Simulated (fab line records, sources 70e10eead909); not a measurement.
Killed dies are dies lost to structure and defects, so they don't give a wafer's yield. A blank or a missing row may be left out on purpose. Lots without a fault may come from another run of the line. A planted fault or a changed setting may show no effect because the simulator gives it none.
fab line records | flow nand_harc
record lots=13 wafers=38 last_day=26
route steps=1159 shown A_WL_FILL@809 A_CONTACT@849
lots that met no fault: from a run of the same line without faults
start_h: hours from the record's first day to the start of the lot's first wafer shown | wait_h: hours since the lot's step before | " the same as in the row above | L1.1+2: a row that stands for several wafers | - no value, or no start given | * or withheld: withheld | < > ~ a bound
route shown NAME@n: a module of which the file shows steps, and the number in the route of the first | usual: mean/standard deviation of fault-free wafers | same: alike in all rows | chamber/n: place in a boat | sites: the reading at each site | _std_site: their standard deviation | _edge_site: outer sites' mean less inner sites' | radius_mm: how far each site lies from the wafer's centre | mask NAME#n: copy n | behind: the tool/chamber that last shaped the wafer | hold: why the lot was held/for how many hours/how that ended | device: the transistor (n, p or np) that didn't switch | end of line: the same wafers' tests at the end of the route | a step without rows: its recipe alone | killed: dies lost to structure and defects at the first sort, not the wafer's yield | map: a wafer's dies, x killed, . not, _ none there
set.NAME: the setting as run; set.NAME@STEP: as run at that earlier step | model.NAME: the simulator's own value behind a step, which no gauge read
steps of the route over a sample of lots; a table a step, a row a wafer
services: from which hour (start_h, from the record's first day; less than 0 if before it) a tool's chamber was out of use, for how many hours, and why
## steps
# step NHARC_A_WL_FILL_ALD_00
# recipe target_thk_a=30 pulse_time_s=3 ald_cycles=30 temp_c=300 material=Al2O3
# usual heater_power_w=463/38 precursor_pulse_height_rel=1.000/0.021
# columns lot.wafer tool chamber start_h wait_h heater_power_w precursor_pulse_height_rel
L800.3 ald_hk-01 0 332.69 0.1 468 1.011
L800.4 " 1 " " 450 1.008
L800.5 " 1 " " 448 1.006
L801.3 ald_hk-02 2 343.43 0.1 433 1.023
L801.4 " 1 " " 550 0.974
L801.5 " 3 " " 455 1.030
L804.4 ald_hk-02 1 347.00 0.1 517 0.981
L804.2 " 2 " " 435 0.991
L804.1 " 0 " " 462 0.959
L805.4 ald_hk-02 2 370.76 0.1 450 1.000
L805.2 " 1 " " 538 1.004
L805.5 " 3 " " 443 0.984
L810.2 ald_hk-01 2 390.34 0.1 444 0.998
L810.4 " 0 " " 490 0.980
L810.6 " 3 " " 461 0.999
L815.2 ald_hk-01 1 407.95 0.2 447 1.005
L815.4 " 2 " " 448 0.987
L815.5 " 1 " " 447 0.990
L812.3 ald_hk-02 1 408.16 0.4 533 0.982
L812.2 " 2 " " 436 0.989
L812.6 " 0 " " 469 1.003
L816.2 ald_hk-02 2 428.34 0.1 446 0.995
L816.6 " 1 " " 538 0.967
L817.3 ald_hk-03 3 437.96 0.1 498 0.991
L817.2 " 1 " " 541 1.028
L817.6 " 2 " " 372 1.015
L818.1 ald_hk-01 1 437.98 0.1 449 0.970
L818.3 " 2 " " 434 1.021
L818.4 " 3 " " 432 1.002
L819.1 ald_hk-03 0 453.90 0.1 465 0.989
L819.2 " 1 " " 519 1.001
L819.5 " 2 " " 371 1.009
L822.3 ald_hk-02 0 481.81 0.1 475 0.959
L822.2 " 1 " " 545 1.004
L822.6 " 3 " " 425 1.041
L823.2 ald_hk-02 0 481.95 0.2 486 0.990
L823.4 " 1 " " 550 0.984
L823.6 " 1 " " 531 1.011
# step NHARC_A_WL_FILL_ALD_02
# recipe target_thk_a=20 pulse_time_s=3 ald_cycles=100 temp_c=450 material=TiN
# usual heater_power_w=1096/110 precursor_pulse_height_rel=1.000/0.022
# columns lot.wafer tool chamber start_h wait_h heater_power_w precursor_pulse_height_rel
L800.3 ald_metal-02 1 333.21 0.1 1250 0.959
L800.4 " 0 " " 1107 1.006
L800.5 " 2 " " 1150 0.992
L801.3 ald_metal-02 0 344.15 0.1 1105 0.989
L801.4 " 1 " " 1226 1.025
L801.5 " 0 " " 1103 0.994
L804.2 ald_metal-02 0 347.47 0.2 1108 1.015
L804.1 " 1 " " 1261 1.008
L804.4 " 2 " " 1165 0.989
L805.4 ald_metal-03 3 371.25 0.1 1183 0.964
L805.2 " 0 " " 903 1.033
L805.5 " 0 " " 870 1.025
L810.4 ald_metal-02 1 390.82 0.1 1224 1.022
L810.2 " 3 " " 910 1.008
L810.6 " 1 " " 1234 1.000
L815.4 ald_metal-01 0 408.45 0.1 968 0.985
L815.2 " 2 " " 1163 0.982
L815.5 " 0 " " 958 1.013
L812.3 ald_metal-02 3 408.78 0.2 911 1.029
L812.2 " 1 " " 1224 1.023
L812.6 " 3 " " 908 1.004
L816.2 ald_metal-02 0 428.90 0.3 1106 0.950
L816.6 " 2 " " 1141 0.973
L817.3 ald_metal-01 2 438.41 0.1 1163 0.996
L817.2 " 0 " " 952 1.001
L817.6 " 2 " " 1193 1.035
L818.3 ald_metal-02 2 438.60 0.1 1161 1.006
L818.1 " 3 " " 904 0.990
L818.4 " 0 " " 1088 1.000
L819.1 ald_metal-03 0 454.32 0.2 877 0.997
L819.2 " 3 " " 1199 0.983
L819.5 " 1 " " 1139 0.983
L822.3 ald_metal-02 2 482.46 0.2 1167 0.976
L822.2 " 0 " " 1124 0.974
L822.6 " 2 " " 1149 1.004
L823.4 ald_metal-03 3 482.63 0.1 1194 0.987
L823.2 " 0 " " 894 1.020
L823.6 " 2 " " 1082 1.021
# step NHARC_A_WL_FILL_STRIP_29
# recipe time_s=20 o2_flow_sccm=500 ar_flow_sccm=0 bias_w=0 chemistry=O2
# usual chamber_pressure_mTorr=60.00/0.051 drypump_motor_current_A=5.7/0.33 o2_flow_sccm=500.0/1.5 oes_product_au=1.002/0.0097 rf_vpp_V=57.8/0.84 showerhead_plenum_p_Torr=3.53/0.15 throttle_valve_pct=17.036/0.0088
# same time_s=20
# columns lot.wafer tool chamber start_h wait_h chamber_pressure_mTorr drypump_motor_current_A o2_flow_sccm oes_product_au rf_hours_counter_h rf_vpp_V showerhead_plenum_p_Torr throttle_valve_pct
L800.4 rie_diel-08 3 349.64 0.1 60.08 5.6 501.1 0.990 0.8 57.4 3.33 17.044
L800.3 " 1 " " 60.09 5.6 501.2 0.993 1.0 58.1 3.77 17.031
L800.5 " 2 " " 60.00 5.3 500.6 1.015 - 58.4 3.62 17.039
L801.3 rie_diel-08 1 358.24 0.1 59.95 5.6 502.4 1.001 1.1 58.7 3.77 17.043
L801.4 " 3 " " 60.00 5.6 499.3 0.991 0.8 55.8 3.33 17.033
L801.5 " 1 " " 60.02 5.5 502.3 1.004 - 57.9 3.77 17.034
L804.2 rie_diel-04 2 368.78 0.1 59.93 5.8 499.3 0.988 4.5 57.9 3.36 17.030
L804.4 " 3 " " 59.99 5.1 500.1 1.003 4.1 59.0 3.52 17.041
L804.1 " 1 " " 59.98 6.6 498.4 1.006 5.3 57.4 3.31 17.044
L805.4 rie_diel-03 2 385.50 0.1 59.92 5.4 499.2 1.001 5.8 57.8 3.44 17.039
L805.2 " 3 " " 60.06 5.9 502.3 1.000 6.2 58.0 3.61 17.035
L805.5 " 0 " " 59.99 5.6 500.9 0.995 - 58.1 3.65 17.045
L810.2 rie_diel-08 1 409.31 0.1 59.99 5.5 503.0 0.983 2.2 58.1 3.77 17.044
L810.4 " 0 " " 59.96 5.9 501.6 1.006 1.8 57.6 3.73 17.052
L810.6 " 2 " " 60.03 5.2 499.1 1.007 - 58.1 3.62 17.031
L815.4 rie_diel-03 0 428.02 0.1 59.96 5.6 498.8 1.013 0.6 57.5 3.65 17.048
L815.2 " 1 " " 59.99 5.7 499.7 0.999 0.6 57.6 3.49 17.044
L815.5 " 0 " " 60.00 5.6 498.4 1.008 - 58.3 3.64 17.029
L812.2 rie_diel-08 2 431.39 0.1 60.02 5.2 500.6 1.010 2.9 58.3 3.62 17.029
L812.3 " 3 " " 60.01 5.6 500.7 1.004 2.5 57.7 3.33 17.036
L812.6 " 3 " " 60.06 5.6 498.7 0.996 - 58.0 3.33 17.039
L816.2 rie_diel-03 3 448.26 0.1 60.05 5.9 498.7 1.017 1.6 58.7 3.60 17.030
L816.6 " 2 " " 60.02 5.4 497.6 1.001 - 57.2 3.43 17.032
L818.3 rie_diel-03 3 459.08 0.1 60.02 5.9 498.3 1.015 2.1 58.5 3.60 17.040
L818.4 " 0 " " 59.94 5.6 500.1 1.010 1.8 58.0 3.64 17.048
L818.1 " 1 " " 59.90 5.7 501.7 1.015 1.7 59.4 3.49 17.027
L817.3 rie_diel-04 0 459.12 0.1 60.03 6.0 500.9 0.995 11.9 57.4 3.46 17.045
L817.2 " 1 " " 59.95 6.5 502.9 0.994 12.2 58.1 3.31 17.032
L817.6 " 3 " " 59.94 5.1 502.6 1.007 - 59.0 3.52 17.031
L819.1 rie_diel-03 3 472.86 0.1 59.99 5.9 497.9 1.000 2.9 58.1 3.60 17.050
L819.2 " 0 " " 59.96 5.6 503.2 1.005 2.6 57.8 3.64 17.045
L819.5 " 3 " " 60.03 5.9 499.2 1.004 - 57.3 3.60 17.035
L822.2 rie_diel-08 0 500.77 0.1 60.01 5.9 502.3 1.011 0.1 58.8 3.73 17.039
L822.3 " 1 " " 59.96 5.5 502.2 0.995 0.1 57.6 3.77 17.031
L822.6 " 3 " " 59.97 5.6 497.1 0.994 - 58.1 3.33 17.044
L823.4 rie_diel-04 0 509.41 0.1 60.02 6.0 500.1 0.987 2.8 57.0 3.46 17.047
L823.2 " 2 " " 59.95 5.8 501.6 0.992 3.3 56.4 3.36 17.040
L823.6 " 0 " " 60.00 6.1 502.2 0.989 - 59.2 3.46 17.043
# step NHARC_A_CONTACT_SOFTBAKE_37
# recipe temp_c=105 time_s=55
# usual heater_power_total_W=188.46/0.14
# columns lot.wafer tool chamber start_h wait_h heater_power_total_W
L800.3 litho_track-06 0 364 - 188.71
L800.4 " 0 " " 188.39
L800.5 " 0 " " 188.45
L801.3 litho_track-04 0 377 - 188.74
L801.4 " 0 " " 188.48
L801.5 " 0 " " 188.48
L804.1 litho_track-06 0 384 - 188.39
L804.2 " 0 " " 188.30
L804.4 " 0 " " 188.67
L805.2 litho_track-06 0 404 - 188.49
L805.4 " 0 " " 188.69
L805.5 " 0 " " 188.47
L810.2 litho_track-01 0 428 - 188.49
L810.4 " 0 " " 188.19
L810.6 " 0 " " 188.76
L815.2 litho_track-06 0 448 - 188.42
L815.4 " 0 " " 188.22
L815.5 " 0 " " 188.35
L812.2 litho_track-04 0 450 - 188.24
L812.3 " 0 " " 188.37
L812.6 " 0 " " 188.59
L816.2 litho_track-01 0 462 - 188.73
L816.6 " 0 " " 244.43
L817.2 litho_track-01 0 473 - 188.40
L817.3 " 0 " " 244.64
L817.6 " 0 " " 245.07
L818.1 litho_track-01 0 474 - 188.31
L818.3 " 0 " " 245.01
L818.4 " 0 " " 188.73
L819.1 litho_track-06 0 493 - 188.37
L819.2 " 0 " " 188.56
L819.5 " 0 " " 188.37
L822.2 litho_track-04 0 517 - 188.28
L822.3 " 0 " " 188.34
L822.6 " 0 " " 188.49
L823.2 litho_track-01 0 529 - 188.39
L823.4 " 0 " " 188.26
L823.6 " 0 " " 188.75
## services
# columns tool chamber start_h hours kind
litho_track-04 - 316.00 7.0 pm
ald_metal-03 - 322.00 10.0 pm
rie_diel-08 3 328.97 2.8 repair
ald_metal-03 3 340.79 22.1 repair
rie_diel-08 3 350.43 7.7 repair
rie_diel-03 2 352.73 14.4 repair
ald_metal-02 - 364.00 10.0 pm
rie_diel-03 3 372.65 2.5 repair
rie_diel-03 - 392.30 9.0 pm
ald_hk-02 - 399.21 1.4 repair
ald_hk-01 - 411.17 10.0 pm
rie_diel-03 0 422.20 1.3 repair
rie_diel-08 1 423.92 8.0 repair
ald_metal-03 3 428.63 3.1 repair
rie_diel-08 - 434.03 0.6 repair
ald_metal-03 3 439.35 3.7 repair
litho_track-01 - 443.00 7.0 pm
ald_hk-02 - 458.57 10.0 pm
rie_diel-04 - 466.05 9.0 pm
litho_track-06 - 467.00 7.0 pm
rie_diel-08 - 478.80 9.0 pm
rie_diel-04 0 487.59 3.3 repair
litho_track-04 - 491.00 7.0 pm
ald_metal-02 0 511.19 28.1 repair
## key
first_sign step=NHARC_A_CONTACT_SOFTBAKE_37 reading=heater_power_total_W direction=up sigmas=99+ usual=* struck=*
effect none on later readings
met_at NHARC_A_CONTACT_SOFTBAKE_37
struck_lots L816,L817,L818
struck_wafers L816.6,L817.3,L817.6,L818.3
tester_left_out L816,L817,L818
not_acting_at NHARC_A_WL_FILL_ALD_00,NHARC_A_WL_FILL_ALD_02,NHARC_A_WL_FILL_STRIP_29
onset_between 428 462
fault kind=process_parameter_drift tool=litho_track-01 chamber=- onset_h=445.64 steps=NHARC_A_CONTACT_SOFTBAKE_37 channel=time_s offset=* shape=step end_h=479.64 scope=struck_wafers_only acts_in=* stated=*
# tester_left_out: of these lots the tester's yield and bins aren't shown, on N5 and GAA mostly nor the transistor test; their killed dies are dies lost to structure and defects alone, not to doping, threshold or leakage, so they don't give the yield
